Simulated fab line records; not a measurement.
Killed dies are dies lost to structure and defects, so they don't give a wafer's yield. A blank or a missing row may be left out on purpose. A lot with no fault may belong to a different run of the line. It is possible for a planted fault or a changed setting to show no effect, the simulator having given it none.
Chamber matching    flow nand-harc    NHARC_P_CONTACT_CMP_24 on cmp-01 has 4 sister chambers
The step polishes, t overpolish 30 s, target thk 200 nm. 4 wafers are shown with their chamber, then 7 later ones without.

WAFERS, EACH WITH ITS CHAMBER
wafer   chamber  motor-current-A (A)
L081.5  3        10.9
L081.6  0        11.3
L089.1  1        14.8
L089.2  2        13.1

WAFERS WITH NO CHAMBER GIVEN
wafer   motor-current-A (A)
L089.3  10.8
L094.3  11.0
L094.4  11.1
L094.5  14.8
L097.4  13.7
L097.5  11.1
L097.6  13.7

EACH ONE'S CHAMBER
wafer   from the rows above      in truth
L089.3  can't be placed: 3 or 0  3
L094.3  can't be placed: 3 or 0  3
L094.4  can't be placed: 3 or 0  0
L094.5  1                        1
L097.4  can't be placed: 2 or 1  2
L097.5  can't be placed: 3 or 0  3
L097.6  can't be placed: 2 or 1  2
1 of 7 placed correctly. These rows do not allow placing 6 (true chamber among the candidates in 6). Wrongly placed: 0.
How it was worked out, from the rows above alone: a wafer's distance from a chamber is the root of the sum, over the readings, of the square of ((its reading less the chamber's mean) divided by the reading's scatter). The wafer belongs to the nearest chamber; if the next one is less than 2 further off, it can't be placed. The mean given for a chamber averages the wafers shown for that chamber. The scatter: with one shown wafer a chamber, the root of the mean of the squares of how far each hidden wafer lies from its nearest shown one.
